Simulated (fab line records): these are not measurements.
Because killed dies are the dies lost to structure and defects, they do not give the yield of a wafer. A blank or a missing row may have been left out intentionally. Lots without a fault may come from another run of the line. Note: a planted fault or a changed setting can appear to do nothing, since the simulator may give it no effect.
Chamber matching || flow nand harc || 4 sister chambers for NHARC_A_CHANNEL_FILL_D1_ALD_25 on ald hk-01
The step deposits SiOx, target thk 60 nm, pulse time 10 s, ald cycles 600. 4 wafers are shown with their chamber, then 10 later ones without.

## WAFERS PAIRED WITH THEIR CHAMBERS
{"wafer": "L083.5", "chamber": 2, "heater power w (W)": 487}
{"wafer": "L084.6", "chamber": 1, "heater power w (W)": 509}
{"wafer": "L086.2", "chamber": 3, "heater power w (W)": 388}
{"wafer": "L086.4", "chamber": 0, "heater power w (W)": 432}

## WAFERS MISSING THEIR CHAMBER
{"wafer": "L086.5", "heater power w (W)": 375}
{"wafer": "L091.2", "heater power w (W)": 453}
{"wafer": "L091.3", "heater power w (W)": 486}
{"wafer": "L091.5", "heater power w (W)": 458}
{"wafer": "L092.3", "heater power w (W)": 491}
{"wafer": "L092.5", "heater power w (W)": 504}
{"wafer": "L092.6", "heater power w (W)": 488}
{"wafer": "L097.2", "heater power w (W)": 511}
{"wafer": "L097.3", "heater power w (W)": 385}
{"wafer": "L097.5", "heater power w (W)": 513}

## EACH ONE'S CHAMBER
{"wafer": "L086.5", "from the rows above": 3, "in truth": 3}
{"wafer": "L091.2", "from the rows above": "can't be placed: 0 or 2", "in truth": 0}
{"wafer": "L091.3", "from the rows above": "can't be placed: 2 or 1", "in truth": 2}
{"wafer": "L091.5", "from the rows above": "can't be placed: 0 or 2", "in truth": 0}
{"wafer": "L092.3", "from the rows above": "can't be placed: 2 or 1", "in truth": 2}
{"wafer": "L092.5", "from the rows above": "can't be placed: 1 or 2", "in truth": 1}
{"wafer": "L092.6", "from the rows above": "can't be placed: 2 or 1", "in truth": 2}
{"wafer": "L097.2", "from the rows above": "can't be placed: 1 or 2", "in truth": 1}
{"wafer": "L097.3", "from the rows above": 3, "in truth": 3}
{"wafer": "L097.5", "from the rows above": "can't be placed: 1 or 2", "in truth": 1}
Correctly placed: 2 of 10. Unplaceable from these rows: 8, with the true chamber sitting among the candidates in 8. 0 placed wrongly.
How it was worked out, from the rows above alone: a wafer's distance from a chamber is the root of the sum, over the readings, of the square of ((its reading less the chamber's mean) divided by the reading's scatter). If the next closest chamber is less than 2 further off than the closest, the wafer can't be placed; otherwise it belongs to the closest. A chamber's mean is the mean of its shown wafers. The scatter: with one shown wafer a chamber, the root of the mean of the squares of how far each hidden wafer lies from its nearest shown one.
